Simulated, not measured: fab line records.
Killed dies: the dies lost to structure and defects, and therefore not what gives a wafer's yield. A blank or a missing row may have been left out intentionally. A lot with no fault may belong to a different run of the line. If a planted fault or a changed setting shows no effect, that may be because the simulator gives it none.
Which tool did it? ; flow nand_harc ; Sampling: 24 lots, 72 wafers, 6 of 1302 route steps

## WHAT THE GAUGES SHOWED, per wafer
The record holds no reading of a measuring or inspecting step that can be judged against a usual standard deviation.

## WHICH TOOL RAN EACH LOT (tool, then ch and the chambers of the sampled wafers, then the start)
lot;NHARC_A_STAIRCASE_ETCH_227;NHARC_A_STAIRCASE_ETCH_253;NHARC_A_STAIRCASE_HM_OPEN_457;NHARC_A_STAIRCASE_DESCUM_291;NHARC_A_STAIRCASE_ETCH_294;NHARC_A_STAIRCASE_ALD_415
L075;rie_diel-01 ch 0,3, day 16 18:37 or earlier;rie_diel-04 ch 2,3, day 16 18:37;rie_diel-09 ch 0,3, day 17 04:29 or earlier;rie_diel-04 ch 0,1,3, day 17 04:29;rie_diel-04 ch 1,2,3, day 17 15:32 or earlier;ald_hk-02 ch 1,2, day 17 15:32
L074;rie_diel-04 ch 0,2,3, day 16 18:54 or earlier;rie_diel-09 ch 0,2,3, day 16 18:54;rie_diel-09 ch 0,1,3, day 17 10:28 or earlier;rie_diel-09 ch 0,1,3, day 17 10:28;rie_diel-09 ch 1,2,3, day 17 18:49 or earlier;ald_hk-02 ch 1,2,3, day 17 18:49
L076;rie_diel-04 ch 0,1,2, day 17 07:16 or earlier;rie_diel-09 ch 0,2, day 17 07:16;rie_diel-01 ch 0,2,3, day 17 19:30 or earlier;rie_diel-04 ch 0,1,3, day 17 19:30;rie_diel-04 ch 0,1,3, day 18 02:35 or earlier;ald_hk-02 ch 0,2,3, day 18 02:35
L077;rie_diel-01 ch 1,2,3, day 18 01:49 or earlier;rie_diel-01 ch 2,3, day 18 01:49;rie_diel-09 ch 1,3, day 18 14:47 or earlier;rie_diel-01 ch 1,2, day 18 14:47;rie_diel-01 ch 1,2, day 18 22:52 or earlier;ald_hk-04 ch 0,1,3, day 18 22:52
L078;rie_diel-04 ch 0,1,3, day 18 04:39 or earlier;rie_diel-04 ch 0,2,3, day 18 04:39;rie_diel-09 ch 1,2,3, day 18 16:29 or earlier;rie_diel-09 ch 0,2,3, day 18 16:29;rie_diel-09 ch 0,1,2, day 19 02:41 or earlier;ald_hk-03 ch 0,1,2, day 19 02:41
L079;rie_diel-01 ch 0,1,3, day 18 05:01 or earlier;rie_diel-04 ch 0,1,3, day 18 05:01;rie_diel-04 ch 0,2,3, day 18 16:59 or earlier;rie_diel-04 ch 1,2,3, day 18 16:59;rie_diel-04 ch 1,2,3, day 19 04:31 or earlier;ald_hk-02 ch 1,2,3, day 19 04:31
L080;rie_diel-04 ch 1,2, day 18 20:31 or earlier;rie_diel-01 ch 0,2, day 18 20:31;rie_diel-04 ch 1,3, day 19 10:42 or earlier;rie_diel-09 ch 0,3, day 19 10:42;rie_diel-09 ch 0,2, day 19 18:03 or earlier;ald_hk-02 ch 1,3, day 19 18:03
L081;rie_diel-04 ch 1,3, day 19 01:26 or earlier;rie_diel-01 ch 1,3, day 19 01:26;rie_diel-01 ch 0,1, day 19 14:29 or earlier;rie_diel-04 ch 2,3, day 19 14:29;rie_diel-04 ch 0,2, day 19 21:32 or earlier;ald_hk-02 ch 2,3, day 19 21:32
L083;rie_diel-09 ch 1,2, day 19 18:14 or earlier;rie_diel-01 ch 0,1, day 19 18:14;rie_diel-01 ch 1,2, day 20 08:03 or earlier;rie_diel-01 ch 0,1,3, day 20 08:03;rie_diel-01 ch 2,3, day 20 17:13 or earlier;ald_hk-02 ch 1,3, day 20 17:13
L082;rie_diel-09 ch 0,2,3, day 19 18:04 or earlier;rie_diel-09 ch 0,1,3, day 19 18:04;rie_diel-04 ch 0,2,3, day 20 06:07 or earlier;rie_diel-09 ch 0,1,3, day 20 06:07;rie_diel-09 ch 0,2,3, day 20 14:38 or earlier;ald_hk-04 ch 0,2,3, day 20 14:38
L085;rie_diel-01 ch 1,2, day 20 15:24 or earlier;rie_diel-01 ch 0,3, day 20 15:24;rie_diel-04 ch 0,2,3, day 21 01:43 or earlier;rie_diel-01 ch 0,2, day 21 01:43;rie_diel-01 ch 0,1,2, day 21 09:20 or earlier;ald_hk-02 ch 0,3, day 21 09:20
L084;rie_diel-01 ch 0,2,3, day 20 19:28 or earlier;rie_diel-09 ch 1,2,3, day 20 19:28;rie_diel-01 ch 0,2, day 21 05:07 or earlier;rie_diel-04 ch 0,1,2, day 21 05:07;rie_diel-04 ch 0,1,2, day 21 15:08 or earlier;ald_hk-02 ch 0,2,3, day 21 15:08
L086;rie_diel-04 ch 0,1,3, day 21 05:11 or earlier;rie_diel-09 ch 0,2,3, day 21 05:11;rie_diel-04 ch 0,1,3, day 21 17:15 or earlier;rie_diel-04 ch 2,3, day 21 17:15;rie_diel-04 ch 2,3, day 22 04:58 or earlier;ald_hk-04 ch 2,3, day 22 04:58
L087;rie_diel-04 ch 1,2,3, day 22 06:08 or earlier;rie_diel-09 ch 0,1,2, day 22 06:08;rie_diel-01 ch 0,2,3, day 22 16:11 or earlier;rie_diel-04 ch 0,2,3, day 22 16:11;rie_diel-04 ch 0,1,2, day 22 23:11 or earlier;ald_hk-04 ch 0,1,3, day 22 23:11
L088;rie_diel-01 ch 1,3, day 22 15:11 or earlier;rie_diel-09 ch 1,3, day 22 15:11;rie_diel-04 ch 0,1,3, day 23 02:24 or earlier;rie_diel-01 ch 1,2, day 23 02:24;rie_diel-01 ch 0,1,3, day 23 09:55 or earlier;ald_hk-04 ch 2,3, day 23 09:55
L089;rie_diel-01 ch 0,2,3, day 22 15:21 or earlier;rie_diel-01 ch 2,3, day 22 15:21;rie_diel-09 ch 1,3, day 23 02:34 or earlier;rie_diel-01 ch 1,2, day 23 02:34;rie_diel-01 ch 1,2,3, day 23 11:18 or earlier;ald_hk-04 ch 0,2, day 23 11:18
L090;rie_diel-09 ch 1,2, day 23 10:15 or earlier;rie_diel-09 ch 1,2, day 23 10:15;rie_diel-01 ch 1,3, day 23 19:53 or earlier;rie_diel-09 ch 2,3, day 23 19:53;rie_diel-09 ch 0,2,3, day 24 05:16 or earlier;ald_hk-02 ch 1,2,3, day 24 05:16
L091;rie_diel-09 ch 1,2,3, day 23 10:50 or earlier;rie_diel-01 ch 0,1,3, day 23 10:50;rie_diel-04 ch 0,1,2, day 23 21:44 or earlier;rie_diel-09 ch 0,2,3, day 23 21:44;rie_diel-09 ch 0,1,2, day 24 07:37 or earlier;ald_hk-02 ch 0,1,3, day 24 07:37
L093;rie_diel-09 ch 0,1,3, day 24 12:08 or earlier;rie_diel-09 ch 1,2,3, day 24 12:08;rie_diel-01 ch 0,2,3, day 24 23:58 or earlier;rie_diel-09 ch 1,3, day 24 23:58;rie_diel-09 ch 1,2, day 25 07:25 or earlier;ald_hk-02 ch 0,1,2, day 25 07:25
L092;rie_diel-04 ch 1,2,3, day 24 12:38 or earlier;rie_diel-09 ch 0,1,3, day 24 12:38;rie_diel-09 ch 1,3, day 25 00:28 or earlier;rie_diel-01 ch 0,1,2, day 25 00:28;rie_diel-01 ch 0,1,2, day 25 08:44 or earlier;ald_hk-03 ch 0,1,2, day 25 08:44
L095;rie_diel-04 ch 1,2,3, day 24 22:35 or earlier;rie_diel-01 ch 1,2,3, day 24 22:35;rie_diel-09 ch 1,3, day 25 12:14 or earlier;rie_diel-01 ch 0,1,2, day 25 12:14;rie_diel-01 ch 0,2,3, day 25 19:57 or earlier;ald_hk-03 ch 1,2, day 25 19:57
L094;rie_diel-01 ch 2,3, day 24 23:55 or earlier;rie_diel-04 ch 0,2,3, day 24 23:55;rie_diel-01 ch 0,1,3, day 25 12:49 or earlier;rie_diel-01 ch 0,2, day 25 12:49;rie_diel-01 ch 1,2, day 25 20:34 or earlier;ald_hk-02 ch 1,2, day 25 20:34
L096;rie_diel-09 ch 1,2,3, day 25 02:29 or earlier;rie_diel-04 ch 1,2,3, day 25 02:29;rie_diel-04 ch 0,1, day 25 14:11 or earlier;rie_diel-04 ch 1,2,3, day 25 14:11;rie_diel-04 ch 1,2, day 25 21:55 or earlier;ald_hk-04 ch 1,2,3, day 25 21:55
L097;rie_diel-01 ch 0,2,3, day 25 19:40 or earlier;rie_diel-01 ch 1,2,3, day 25 19:40;rie_diel-04 ch 0,1,3, day 26 05:10 or earlier;rie_diel-04 ch 0,1,3, day 26 05:10;rie_diel-04 ch 0,1,3, day 26 13:31 or earlier;ald_hk-03 ch 1,2,3, day 26 13:31
- NHARC_A_STAIRCASE_ETCH_227: etches the open film in C4F8/O2, target depth 100 nm, time 40.5 s.
- NHARC_A_STAIRCASE_ETCH_253: etches the open film in C4F8/O2, target depth 50 nm, time 20.2 s.
- NHARC_A_STAIRCASE_HM_OPEN_457: chemistry O2/COS.
- NHARC_A_STAIRCASE_DESCUM_291: chemistry O2, time 3 s.
- NHARC_A_STAIRCASE_ETCH_294: etches the open film in C4F8/O2/Ar, target depth 4989 nm, time 1211.6 s.
- NHARC_A_STAIRCASE_ALD_415: deposits SiO2, target thk 30 nm, pulse time 6 s, ald cycles 300.

## AS READ BY THE TOOLS THEMSELVES (means over the sampled wafers that have a number; for cases with no such wafer, the mark the record gives instead)
NHARC_A_STAIRCASE_ETCH_227. Usual: oes_product_au 0.940 a.u., standard deviation 0.011; rf_vpp_V 895 V, standard deviation 6.9.
lot;tool;oes_product_au (a.u.);rf_vpp_V (V);flag
L075;rie_diel-01;0.938;891;
L074;rie_diel-04;0.955;895;
L076;rie_diel-04;0.935;894;
L077;rie_diel-01;0.944;899;
L078;rie_diel-04;0.947;895;
L079;rie_diel-01;0.929;897;
L080;rie_diel-04;0.930;887;
L081;rie_diel-04;0.942;889;
L083;rie_diel-09;0.955;892;
L082;rie_diel-09;0.937;894;
L085;rie_diel-01;0.946;897;
L084;rie_diel-01;0.945;899;
L086;rie_diel-04;0.950;895;
L087;rie_diel-04;0.943;889;
L088;rie_diel-01;0.932;895;
L089;rie_diel-01;0.926;898;
L090;rie_diel-09;0.937;892;
L091;rie_diel-09;0.956;897;
L093;rie_diel-09;0.927;904;
L092;rie_diel-04;0.951;896;
L095;rie_diel-04;0.942;896;
L094;rie_diel-01;0.936;902;
L096;rie_diel-09;0.947;897;
L097;rie_diel-01;0.943;898;

NHARC_A_STAIRCASE_ETCH_253. Usual: oes_product_au 0.957 a.u., standard deviation 0.017; rf_vpp_V 896 V, standard deviation 7.3.
lot;tool;oes_product_au (a.u.);rf_vpp_V (V);flag
L075;rie_diel-04;0.964;890;
L074;rie_diel-09;0.923;893;
L076;rie_diel-09;0.940;887;
L077;rie_diel-01;0.967;902;
L078;rie_diel-04;0.953;895;
L079;rie_diel-04;0.966;894;
L080;rie_diel-01;0.968;895;
L081;rie_diel-01;0.970;896;
L083;rie_diel-01;0.931;892;
L082;rie_diel-09;0.957;897;
L085;rie_diel-01;0.927;896;
L084;rie_diel-09;0.973;898;
L086;rie_diel-09;0.960;893;
L087;rie_diel-09;0.939;898;
L088;rie_diel-09;0.976;903;
L089;rie_diel-01;0.981;903;
L090;rie_diel-09;0.962;892;
L091;rie_diel-01;0.964;896;
L093;rie_diel-09;0.946;897;
L092;rie_diel-09;0.957;902;
L095;rie_diel-01;0.966;898;
L094;rie_diel-04;0.944;894;
L096;rie_diel-04;0.973;895;
L097;rie_diel-01;0.944;898;

NHARC_A_STAIRCASE_HM_OPEN_457. Usual: drypump_motor_current_A 5.7 A, standard deviation 0.43; oes_product_au 1.000 a.u., standard deviation 0.0081; rf_vpp_V 467 V, standard deviation 3.9; showerhead_plenum_p_Torr 3.11 Torr, standard deviation 0.17; throttle_valve_pct 28.331 %, standard deviation 0.009.
lot;tool;drypump_motor_current_A (A);oes_product_au (a.u.);rf_vpp_V (V);showerhead_plenum_p_Torr (Torr);throttle_valve_pct (%);flag
L075;rie_diel-09;5.8;0.990;465;3.05;28.326;
L074;rie_diel-09;5.8;1.006;468;3.17;28.329;
L076;rie_diel-01;6.0;1.005;469;3.20;28.327;
L077;rie_diel-09;5.8;0.998;470;3.29;28.330;
L078;rie_diel-09;5.8;0.993;468;3.18;28.325;
L079;rie_diel-04;5.5;0.997;467;3.10;28.329;
L080;rie_diel-04;5.3;1.005;465;3.00;28.332;
L081;rie_diel-01;5.7;0.999;465;3.01;28.331;
L083;rie_diel-01;5.8;0.998;465;3.06;28.332;
L082;rie_diel-04;5.5;0.999;466;3.10;28.325;
L085;rie_diel-04;5.5;1.007;467;3.09;28.332;
L084;rie_diel-01;5.6;1.006;466;3.08;28.349;
L086;rie_diel-04;5.4;1.001;466;3.08;28.323;
L087;rie_diel-01;6.0;1.003;468;3.19;28.323;
L088;rie_diel-04;5.4;1.008;466;3.07;28.334;
L089;rie_diel-09;5.8;1.000;471;3.27;28.334;
L090;rie_diel-01;6.5;1.003;469;3.23;28.329;
L091;rie_diel-04;5.4;1.003;469;3.19;28.337;
L093;rie_diel-01;6.0;0.995;469;3.18;28.325;
L092;rie_diel-09;5.7;1.002;471;3.29;28.327;
L095;rie_diel-09;5.7;1.001;471;3.29;28.335;
L094;rie_diel-01;6.0;0.992;466;3.11;28.335;
L096;rie_diel-04;5.2;1.000;472;3.34;28.338;
L097;rie_diel-04;5.4;0.998;470;3.22;28.329;

NHARC_A_STAIRCASE_DESCUM_291. Usual: drypump_motor_current_A 5.7 A, standard deviation 0.43; oes_product_au 0.999 a.u., standard deviation 0.0075; rf_vpp_V 57.8 V, standard deviation 0.84; showerhead_plenum_p_Torr 1.90 Torr, standard deviation 0.11; throttle_valve_pct 11.311 %, standard deviation 0.0094.
lot;tool;drypump_motor_current_A (A);oes_product_au (a.u.);rf_vpp_V (V);showerhead_plenum_p_Torr (Torr);throttle_valve_pct (%);flag
L075;rie_diel-04;5.4;1.000;57.9;1.90;11.308;
L074;rie_diel-09;5.8;0.990;58.2;1.94;11.307;
L076;rie_diel-04;5.4;1.006;57.6;1.89;11.306;
L077;rie_diel-01;5.8;1.001;57.1;1.88;11.310;
L078;rie_diel-09;5.8;1.001;57.6;1.87;11.313;
L079;rie_diel-04;5.3;1.002;57.9;1.81;11.307;
L080;rie_diel-09;5.7;0.999;58.2;1.96;11.309;
L081;rie_diel-04;5.5;1.001;58.1;1.84;11.305;
L083;rie_diel-01;6.0;0.997;57.2;1.92;11.310;
L082;rie_diel-09;5.7;0.997;57.9;1.94;11.308;
L085;rie_diel-01;5.6;0.998;57.7;1.89;11.309;
L084;rie_diel-04;5.4;0.994;57.0;1.86;11.310;
L086;rie_diel-04;5.4;1.000;58.4;1.83;11.310;
L087;rie_diel-04;5.5;0.990;57.4;1.89;11.309;
L088;rie_diel-01;5.8;1.006;56.7;1.91;11.312;
L089;rie_diel-01;5.8;1.001;57.7;1.91;11.314;
L090;rie_diel-09;5.7;1.010;57.9;1.96;11.318;
L091;rie_diel-09;5.8;0.993;57.8;1.97;11.315;
L093;rie_diel-09;5.7;0.998;58.1;2.03;11.312;
L092;rie_diel-01;5.7;1.001;58.5;1.87;11.305;
L095;rie_diel-01;5.7;0.998;57.4;1.87;11.314;
L094;rie_diel-01;5.5;1.002;58.0;1.88;11.308;
L096;rie_diel-04;5.3;1.002;58.5;1.90;11.312;
L097;rie_diel-04;5.4;1.008;57.8;1.98;11.311;

NHARC_A_STAIRCASE_ETCH_294. Usual: oes_product_au 0.932 a.u., standard deviation 0.0087; rf_vpp_V 1825 V, standard deviation 14.
lot;tool;oes_product_au (a.u.);rf_vpp_V (V);flag
L075;rie_diel-04;0.929;1814;
L074;rie_diel-09;0.926;1831;
L076;rie_diel-04;0.930;1825;
L077;rie_diel-01;0.926;1823;
L078;rie_diel-09;0.931;1819;
L079;rie_diel-04;0.934;1813;
L080;rie_diel-09;0.934;1809;
L081;rie_diel-04;0.928;1832;
L083;rie_diel-01;0.934;1838;
L082;rie_diel-09;0.924;1821;
L085;rie_diel-01;0.945;1822;
L084;rie_diel-04;0.939;1820;
L086;rie_diel-04;0.943;1817;
L087;rie_diel-04;0.928;1819;
L088;rie_diel-01;0.932;1826;
L089;rie_diel-01;0.932;1830;
L090;rie_diel-09;0.937;1834;
L091;rie_diel-09;0.936;1830;
L093;rie_diel-09;0.926;1826;
L092;rie_diel-01;0.947;1821;
L095;rie_diel-01;0.947;1831;
L094;rie_diel-01;0.924;1820;
L096;rie_diel-04;0.925;1834;
L097;rie_diel-04;0.931;1834;

NHARC_A_STAIRCASE_ALD_415. Usual: heater_power_w 472 W, standard deviation 38; precursor_pulse_height_rel 1.003, standard deviation 0.018.
lot;tool;heater_power_w (W);precursor_pulse_height_rel;flag
L075;ald_hk-02;453;1.031;
L074;ald_hk-02;470;1.006;
L076;ald_hk-02;465;0.997;
L077;ald_hk-04;465;0.993;
L078;ald_hk-03;483;1.007;
L079;ald_hk-02;463;1.005;
L080;ald_hk-02;498;0.994;
L081;ald_hk-02;443;0.998;
L083;ald_hk-02;495;1.009;
L082;ald_hk-04;485;0.990;
L085;ald_hk-02;494;0.993;
L084;ald_hk-02;465;1.006;
L086;ald_hk-04;512;0.994;
L087;ald_hk-04;460;1.008;
L088;ald_hk-04;477;1.017;
L089;ald_hk-04;519;1.009;
L090;ald_hk-02;445;0.986;
L091;ald_hk-02;475;1.007;
L093;ald_hk-02;448;1.013;
L092;ald_hk-03;470;0.983;
L095;ald_hk-03;466;0.995;
L094;ald_hk-02;445;0.993;
L096;ald_hk-04;483;1.014;
L097;ald_hk-03;464;1.004;

## THE ANSWER, worked out from the rows above alone
Rule: take the mean of a lot's wafers that have a number; if it is more than 3 standard deviations from the usual mean, the lot is off. A lot without any number at a reading at which 4 lots or more have one is off too. All remaining lots with rows at the step are treated as sound. Order of review: gauges by route order, followed by the tools' own readings, for which a lot's mean as printed above is used. At the first step where some lot is off, the reading lying furthest off is the one used; lots without a number count as furthest.
No lot is off at any reading shown: from this, nothing can be told.

## WHAT HAD BEEN PUT IN BY THE SIMULATOR
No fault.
